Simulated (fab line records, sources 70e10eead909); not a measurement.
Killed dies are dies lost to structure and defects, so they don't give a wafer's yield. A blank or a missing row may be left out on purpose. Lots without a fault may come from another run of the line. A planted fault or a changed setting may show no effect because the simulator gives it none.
Chamber matching | flow nand_harc | NHARC_A_STAIRCASE_DESCUM_443 on rie_diel-13: 4 sister chambers
The step chemistry O2, time 3 s. 14 wafers are shown with their chamber, then 7 later ones without.

WAFERS WITH THEIR CHAMBER
wafer  | chamber | drypump_motor_current_A (A) | showerhead_plenum_p_Torr (Torr) | oes_product_au (a.u.)
L078.2 | 3       | 5.63                        | 2.02                            | 1.000
L078.3 | 1       | 5.62                        | 2.01                            | 0.992
L078.6 | 1       | 5.61                        | 2.01                            | 0.997
L081.2 | 2       | 6.01                        | 2.01                            | 1.022
L081.3 | 0       | 5.62                        | 2.05                            | 1.005
L081.4 | 3       | 5.63                        | 2.01                            | 0.991
L082.2 | 2       | 5.98                        | 2.01                            | 1.020
L082.3 | 3       | 5.64                        | 2.01                            | 0.986
L082.5 | 2       | 5.97                        | 2.01                            | 1.025
L086.3 | 1       | 5.64                        | 2.00                            | 0.996
L086.5 | 3       | 5.61                        | 2.01                            | 1.012
L086.6 | 2       | 5.97                        | 2.01                            | 1.028
L088.1 | 3       | 5.62                        | 2.01                            | 0.995
L088.5 | 2       | 6.04                        | 2.01                            | 1.015

SIGNATURES (means of the wafers above)
reading                  | chamber 0 | chamber 1 | chamber 2 | chamber 3 | scatter within a chamber
drypump_motor_current_A  | 5.6200    | 5.6233    | 5.9940    | 5.6260    | 0.0217
showerhead_plenum_p_Torr | 2.0500    | 2.0067    | 2.0100    | 2.0120    | 0.00383
oes_product_au           | 1.00500   | 0.99500   | 1.02200   | 0.99680   | 0.00712
Rule: a wafer's distance from a chamber is the root of the sum, over the readings, of the square of ((its reading less the chamber's mean) divided by the reading's scatter). The wafer belongs to the nearest chamber; if the next one is less than 2 further off, it can't be placed. The scatter: the root of (the sum of the squares of (reading less its chamber's mean) over the shown wafers, divided by (wafers less chambers)).

WAFERS WITHOUT THEIR CHAMBER
wafer  | drypump_motor_current_A (A) | showerhead_plenum_p_Torr (Torr) | oes_product_au (a.u.)
L088.6 | 5.61                        | 2.00                            | 0.991
L087.1 | 5.62                        | 2.00                            | 0.991
L087.2 | 5.62                        | 2.01                            | 1.002
L087.6 | 6.02                        | 2.01                            | 1.013
L092.2 | 6.00                        | 2.00                            | 1.024
L092.4 | 5.59                        | 2.00                            | 0.995
L092.5 | 5.63                        | 2.04                            | 1.015

WHICH CHAMBER EACH WENT THROUGH
wafer  | from the rows above     | in truth
L088.6 | can't be placed: 1 or 3 | 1
L087.1 | can't be placed: 1 or 3 | 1
L087.2 | can't be placed: 3 or 1 | 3
L087.6 | 2                       | 2
L092.2 | 2                       | 2
L092.4 | can't be placed: 1 or 3 | 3
L092.5 | 0                       | 0
Placed correctly: 3 of 7. Can't be placed from these rows: 4 (the true chamber is among the candidates in 4). Placed wrongly: 0.
